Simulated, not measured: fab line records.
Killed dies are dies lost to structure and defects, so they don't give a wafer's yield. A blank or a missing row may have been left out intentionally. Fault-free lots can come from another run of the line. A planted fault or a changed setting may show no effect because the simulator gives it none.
Chamber matching || flow nand_harc || NHARC_P_M1_DEP_33 on pecvd-03 has 3 sister chambers
The step deposits SiCN, target thk 30 nm. 6 wafers are shown with their chamber, then 7 later ones without.

WAFERS PAIRED WITH THEIR CHAMBERS
{"wafer": "L955.2", "chamber": 1, "heater_power_w (W)": 702}
{"wafer": "L955.5", "chamber": 1, "heater_power_w (W)": 695}
{"wafer": "L960.5", "chamber": 0, "heater_power_w (W)": 592}
{"wafer": "L960.6", "chamber": 2, "heater_power_w (W)": 630}
{"wafer": "L961.2", "chamber": 2, "heater_power_w (W)": 526}
{"wafer": "L961.5", "chamber": 0, "heater_power_w (W)": 626}

WAFERS WITH NO CHAMBER GIVEN
{"wafer": "L961.6", "heater_power_w (W)": 721}
{"wafer": "L968.1", "heater_power_w (W)": 579}
{"wafer": "L968.2", "heater_power_w (W)": 690}
{"wafer": "L968.6", "heater_power_w (W)": 682}
{"wafer": "L969.2", "heater_power_w (W)": 651}
{"wafer": "L969.4", "heater_power_w (W)": 684}
{"wafer": "L969.5", "heater_power_w (W)": 500}

THE CHAMBER EACH PASSED THROUGH
{"wafer": "L961.6", "from the rows above": "can't be placed: 1 or 0", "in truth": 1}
{"wafer": "L968.1", "from the rows above": "can't be placed: 2 or 0", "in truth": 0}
{"wafer": "L968.2", "from the rows above": "can't be placed: 1 or 0", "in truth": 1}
{"wafer": "L968.6", "from the rows above": "can't be placed: 1 or 0 or 2", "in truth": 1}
{"wafer": "L969.2", "from the rows above": "can't be placed: 0 or 1 or 2", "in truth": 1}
{"wafer": "L969.4", "from the rows above": "can't be placed: 1 or 0", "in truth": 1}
{"wafer": "L969.5", "from the rows above": "can't be placed: 2 or 0", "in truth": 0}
Placed correctly: 0 of 7. These rows do not allow placing 7 (true chamber among the candidates in 7). Number placed wrongly: 0.
How it was worked out, from the rows above alone: a wafer's distance from a chamber is the root of the sum, over the readings, of the square of ((its reading less the chamber's mean) divided by the reading's scatter). The wafer belongs to the nearest chamber; if the next one is less than 2 further off, it can't be placed. The mean given for a chamber averages the wafers shown for that chamber. The scatter: take each reading less its chamber's mean, square it, sum over the shown wafers, divide by the number of wafers less the number of chambers, and take the root.
